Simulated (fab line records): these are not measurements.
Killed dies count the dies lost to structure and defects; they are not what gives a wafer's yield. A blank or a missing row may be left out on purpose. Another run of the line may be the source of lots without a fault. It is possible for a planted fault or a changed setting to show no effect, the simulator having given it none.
The tool behind it: which one?	flow nand harc	24 lots, 72 wafers sampled, at 5 steps of a route of 1302

## WHAT EACH GAUGE READ, for each wafer
NHARC_P_M2_CD_MEAS_16.
lot	measured	on	cd nm (nm)
L074	day 6 11:07	cd sem-02	170.1 170.3 170.3
L075	day 6 18:31	cd sem-03	170.4 169.8 170.6
L076	day 7 09:58	cd sem-02	170.3 171.1 169.8
L077	day 7 12:08	cd sem-02	170.5 169.4 170.6
L078	day 8 06:06	cd sem-03	170.1 169.5 169.4
L079	day 8 14:12	cd sem-02	171.7 171.3 169.8
L081	day 9 06:19	cd sem-02	169.5 170.4 170.9
L080	day 9 09:51	cd sem-02	170.1 170.7 169.7
L082	day 9 15:33	cd sem-03	169.5 169.9 170.7
L083	day 10 06:36	cd sem-03	169.9 169.4 170.4
L084	day 10 11:07	cd sem-03	170.6 169.0 170.6
L085	day 10 22:51	cd sem-02	170.1 171.5 169.6
L086	day 11 08:04	cd sem-03	169.9 170.1 170.5
L088	day 12 10:09	cd sem-03	170.4 169.1 169.0
L087	day 12 10:34	cd sem-03	170.1 170.2 170.2
L089	day 12 17:50	cd sem-02	170.1 170.1 170.3
L090	day 13 04:55	cd sem-01	170.2 171.2 170.1
L091	day 13 20:03	cd sem-01	169.8 169.6 169.5
L092	day 13 20:41	cd sem-02	169.2 169.8 169.2
L093	day 14 08:14	cd sem-02	170.4 169.8 170.5
L094	day 14 20:08	cd sem-03	167.7 169.8 169.7
L095	day 15 01:17	cd sem-02	168.3 170.0 168.9
L096	day 15 20:36	cd sem-02	170.8 171.4 169.5
L097	day 16 03:14	cd sem-03	169.9 170.2 170.8

NHARC_P_BONDPAD_CD_MEAS_13.
lot	measured	on	cd nm (nm)
L074	day 6 15:50	cd sem-03	498.7 500.6 497.3
L075	day 6 23:25	cd sem-03	497.2 498.2 501.5
L076	day 7 14:35	cd sem-02	499.3 501.4 500.1
L077	day 7 16:37	cd sem-03	499.8 500.7 501.0
L078	day 8 10:41	cd sem-03	500.7 502.2 499.9
L079	day 8 18:42	cd sem-02	500.5 499.9 501.8
L081	day 9 10:55	cd sem-03	500.1 498.2 497.6
L080	day 9 14:40	cd sem-03	498.5 498.8 497.8
L082	day 9 20:02	cd sem-03	500.4 497.8 499.3
L083	day 10 11:11	cd sem-01	494.2 495.8 497.0
L084	day 10 15:41	cd sem-02	500.5 501.0 499.9
L085	day 11 03:17	cd sem-02	497.2 498.8 498.3
L086	day 11 12:47	cd sem-03	498.0 502.0 498.3
L088	day 12 14:52	cd sem-03	496.8 499.6 495.8
L087	day 12 15:10	cd sem-02	501.0 500.2 501.7
L089	day 12 22:43	cd sem-02	500.3 500.3 498.4
L090	day 13 09:29	cd sem-02	499.5 500.4 497.3
L091	day 14 00:38	cd sem-03	498.1 499.3 495.0
L092	day 14 01:08	cd sem-01	499.1 500.7 498.9
L093	day 14 12:45	cd sem-01	497.3 499.6 498.5
L094	day 15 00:43	cd sem-03	501.8 502.4 501.5
L095	day 15 05:53	cd sem-01	497.8 496.8 498.7
L096	day 16 01:11	cd sem-01	498.9 502.7 500.2
L097	day 16 07:48	cd sem-02	497.3 497.5 498.1

NHARC_A_ONON_D1_THK_MEAS_27: measures by ellipsometry.
lot	measured	on	thk nm (nm)
L074	day 8 10:07	film metro-02	992 994 993
L075	day 8 10:08	film metro-01	995 996 996
L076	day 9 05:04	film metro-01	1009 1011 1007
L077	day 9 05:05	film metro-01	1003 1002 1002
L078	day 10 00:10	film metro-02	1005 1006 1006
L079	day 10 08:26	film metro-02	1002 1003 1002
L081	day 11 01:33	film metro-02	1003 1001 1003
L080	day 11 09:26	film metro-02	999 1001 1000
L082	day 11 09:26	film metro-01	993 993 991
L083	day 12 05:07	film metro-01	1012 1011 1014
L084	day 12 05:06	film metro-02	1003 1004 1003
L085	day 12 16:09	film metro-01	988 986 988
L086	day 13 02:02	film metro-01	990 990 993
L088	day 14 06:41	film metro-01	991 990 991
L087	day 14 06:54	film metro-01	1004 1006 1008
L089	day 14 16:20	film metro-01	1003 1005 1003
L090	day 15 05:49	film metro-02	1004 1003 1004
L091	day 15 15:59	film metro-02	999 999 999
L092	day 15 16:00	film metro-01	998 1001 999
L093	day 16 03:31	film metro-01	1009 1009 1009
L094	day 16 13:35	film metro-01	997 998 996
L095	day 16 21:46	film metro-01	990 992 991
L096	day 17 14:15	film metro-02	989 989 989
L097	day 18 05:33	film metro-01	988 987 986

## EACH LOT AND THE TOOL THAT RAN IT (in order: tool; ch and the chambers of the sampled wafers; start)
lot	NHARC_P_M2_PVD_21	NHARC_P_BONDPAD_PRE_CLEAN_26
L074	pvd sputter-02, day 6 15:50 or earlier	pvd sputter-03, day 8 10:07 or earlier
L075	pvd sputter-03, day 6 23:25 or earlier	pvd sputter-01, day 8 10:08 or earlier
L076	pvd sputter-01, day 7 14:35 or earlier	pvd sputter-01, day 9 05:04 or earlier
L077	pvd sputter-01, day 7 16:37 or earlier	pvd sputter-02, day 9 05:05 or earlier
L078	pvd sputter-01, day 8 10:41 or earlier	pvd sputter-01, day 10 00:10 or earlier
L079	pvd sputter-03, day 8 15:12	pvd sputter-03, day 10 08:26 or earlier
L081	pvd sputter-03, day 9 10:55 or earlier	pvd sputter-03, day 11 01:33 or earlier
L080	pvd sputter-01, day 9 14:40 or earlier	pvd sputter-01, day 11 09:26 or earlier
L082	pvd sputter-02, day 9 20:02 or earlier	pvd sputter-03, day 11 09:26 or earlier
L083	pvd sputter-02, day 10 11:11 or earlier	pvd sputter-03, day 12 05:07 or earlier
L084	pvd sputter-02, day 10 15:41 or earlier	pvd sputter-03, day 12 05:06 or earlier
L085	pvd sputter-02, day 11 03:17 or earlier	pvd sputter-03, day 12 16:09 or earlier
L086	pvd sputter-02, day 11 12:47 or earlier	pvd sputter-02, day 13 02:02 or earlier
L088	pvd sputter-03, day 12 14:52 or earlier	pvd sputter-02, day 14 06:41 or earlier
L087	pvd sputter-01, day 12 15:10 or earlier	pvd sputter-03, day 14 06:54 or earlier
L089	pvd sputter-03, day 12 22:43 or earlier	pvd sputter-01, day 14 16:20 or earlier
L090	pvd sputter-02, day 13 09:29 or earlier	pvd sputter-01, day 15 05:49 or earlier
L091	pvd sputter-01, day 14 00:38 or earlier	pvd sputter-02, day 15 15:59 or earlier
L092	pvd sputter-02, day 14 01:08 or earlier	pvd sputter-01, day 15 16:00 or earlier
L093	pvd sputter-01, day 14 12:45 or earlier	pvd sputter-02, day 16 03:31 or earlier
L094	pvd sputter-03, day 15 00:43 or earlier	pvd sputter-03, day 16 13:35 or earlier
L095	pvd sputter-02, day 15 05:53 or earlier	pvd sputter-01, day 16 21:46 or earlier
L096	pvd sputter-02, day 16 01:11 or earlier	pvd sputter-01, day 17 14:15 or earlier
L097	pvd sputter-01, day 16 07:48 or earlier	pvd sputter-02, day 18 05:33 or earlier
- NHARC_P_M2_PVD_21: deposits Cu, target thk 30 nm, time 20.49 s.
- NHARC_P_BONDPAD_PRE_CLEAN_26: time 30 s.

## AS READ BY THE TOOLS THEMSELVES (means over the sampled wafers that have a number; for cases with no such wafer, the mark the record gives instead)
NHARC_P_M2_PVD_21.
lot	tool	cathode dc power W (W)	throttle valve pct (%)
L074	pvd sputter-02	4998.9	29.4
L075	pvd sputter-03	4998.8	30.0
L076	pvd sputter-01	5000.3	30.0
L077	pvd sputter-01	5000.3	29.6
L078	pvd sputter-01	4999.6	29.7
L079	pvd sputter-03	5000.3	29.5
L081	pvd sputter-03	4999.8	30.1
L080	pvd sputter-01	4999.8	29.3
L082	pvd sputter-02	5000.0	29.3
L083	pvd sputter-02	4999.7	29.3
L084	pvd sputter-02	4999.2	29.5
L085	pvd sputter-02	5000.2	29.7
L086	pvd sputter-02	5000.1	29.2
L088	pvd sputter-03	5000.3	29.5
L087	pvd sputter-01	5000.0	29.4
L089	pvd sputter-03	5000.4	29.9
L090	pvd sputter-02	4998.8	29.8
L091	pvd sputter-01	5000.6	29.2
L092	pvd sputter-02	4999.5	29.8
L093	pvd sputter-01	5000.5	29.6
L094	pvd sputter-03	4999.4	30.0
L095	pvd sputter-02	4999.8	30.0
L096	pvd sputter-02	4999.5	29.7
L097	pvd sputter-01	5000.2	29.5

NHARC_P_BONDPAD_PRE_CLEAN_26.
lot	tool	heater power w (W)
L074	pvd sputter-03	413
L075	pvd sputter-01	411
L076	pvd sputter-01	399
L077	pvd sputter-02	411
L078	pvd sputter-01	414
L079	pvd sputter-03	421
L081	pvd sputter-03	426
L080	pvd sputter-01	411
L082	pvd sputter-03	397
L083	pvd sputter-03	411
L084	pvd sputter-03	400
L085	pvd sputter-03	437
L086	pvd sputter-02	418
L088	pvd sputter-02	401
L087	pvd sputter-03	415
L089	pvd sputter-01	419
L090	pvd sputter-01	394
L091	pvd sputter-02	392
L092	pvd sputter-01	407
L093	pvd sputter-02	413
L094	pvd sputter-03	395
L095	pvd sputter-01	410
L096	pvd sputter-01	425
L097	pvd sputter-02	402

## THE ANSWER, worked out from the rows above alone
Rule: usual is defined by the lots themselves. Put in order of their means at a reading, lots are off if they are a third of the lots or fewer, leave a main group of 4 or more, and stand apart from it by a gap of 3 or more times the standard deviation of the main group's means; of several such gaps the widest counts. If all means in a main group match to the digits the tables above print for the reading, that group is not used. A lot without any number at a reading at which 4 lots or more have one is off too. The other lots that the step has rows for count as sound. Order of review: gauges by route order, followed by the tools' own readings, for which a lot's mean as printed above is used. The first step at which some lot is off is used, and at that step the reading that is off furthest; a lot without a number counts as furthest.
None of the lots is off at any reading shown; this tells nothing.

## WHAT THE SIMULATOR HAD INSERTED
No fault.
